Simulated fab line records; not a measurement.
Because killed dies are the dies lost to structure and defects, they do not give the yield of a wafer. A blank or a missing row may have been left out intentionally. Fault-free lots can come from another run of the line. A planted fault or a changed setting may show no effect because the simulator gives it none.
Which of the tools did it? | flow nandHarc | 13 lots with 39 wafers sampled at 2 steps, on a route of 1159 steps

## WHAT EACH GAUGE READ, for each wafer
NHARC_P_ZERO_WELL_CD_MEAS_24: target cd 720 nm. Usual: 720.4 nm for cdNm, sd 2.6.
lot  | measured    | on       | cdNm (nm)         | flag
L417 | day 1 20:35 | cdSem-01 | 721.1 722.0 718.7 | 
L418 | day 2 02:21 | cdSem-02 | 716.2 721.7 716.4 | 
L419 | day 2 08:35 | cdSem-03 | 718.4 716.5 718.6 | 
L420 | day 2 14:31 | cdSem-01 | 721.9 723.8 725.6 | 
L421 | day 2 20:22 | cdSem-02 | 718.2 721.5 723.0 | 
L423 | day 3 08:34 | cdSem-03 | 717.9 720.9 720.3 | 
L426 | day 4 02:35 | cdSem-02 | 724.0 720.8 720.6 | 
L428 | day 4 14:19 | cdSem-02 | 717.8 720.3 719.2 | 
L429 | day 4 20:23 | cdSem-03 | - - -             | OFF
L436 | day 6 14:32 | cdSem-02 | 719.7 721.1 723.9 | 
L437 | day 6 21:07 | cdSem-03 | 717.2 720.2 716.6 | 
L438 | day 7 02:29 | cdSem-02 | 717.4 721.2 720.3 | 
L439 | day 7 08:28 | cdSem-02 | 721.3 716.6 717.3 | 

## WHICH TOOL RAN EACH LOT (tool, then ch and the chambers of the sampled wafers, then the start)
lot  | NHARC_P_ZERO_WELL_EXPOSE_21
L417 | krfScanner-01 ch 0, day 1 20:26
L418 | krfScanner-01 ch 0, day 2 02:11
L419 | krfScanner-03 ch 0, day 2 08:26
L420 | krfScanner-03 ch 0, day 2 14:21
L421 | krfScanner-03 ch 0, day 2 20:12
L423 | krfScanner-01 ch 0, day 3 08:25
L426 | krfScanner-02 ch 0, day 4 02:26
L428 | krfScanner-03 ch 0, day 4 14:10
L429 | krfScanner-03 ch 0, day 4 20:14
L436 | krfScanner-01 ch 0, day 6 14:23
L437 | krfScanner-03 ch 0, day 6 20:58
L438 | krfScanner-03 ch 0, day 7 02:20
L439 | krfScanner-03 ch 0, day 7 08:19
- NHARC_P_ZERO_WELL_EXPOSE_21: exposes mask P NWELL, target cd 720 nm.

## WHAT THE TOOLS THEMSELVES READ (means of the sampled wafers that have a number; where no wafer has one, the mark that the record gives instead)
The record holds no such reading with a usual standard deviation.

## THE ANSWER, worked out from the rows above alone
Rule: take the mean of a lot's wafers that have a number; if it is more than 3 standard deviations from the usual mean, the lot is off. Also off: a lot with no number at a reading for which 4 or more lots have one. Where the step has rows for the other lots, those lots are counted as sound. First the gauges in route order, then the tools' own readings, where a lot's mean is used as printed above. At the first step where some lot is off, the reading lying furthest off is the one used; lots without a number count as furthest.
Off at NHARC_P_ZERO_WELL_CD_MEAS_24 (cdNm): L429. Without a number there: L429.
A tool fits if, at a process step before that reading, it ran every lot that is off, and no sound lot after the first of them. Those tools and the gauges at NHARC_P_ZERO_WELL_CD_MEAS_24 are tried in the same way. Of those tried, none fits.

## WHAT WAS PUT IN BY THE SIMULATOR
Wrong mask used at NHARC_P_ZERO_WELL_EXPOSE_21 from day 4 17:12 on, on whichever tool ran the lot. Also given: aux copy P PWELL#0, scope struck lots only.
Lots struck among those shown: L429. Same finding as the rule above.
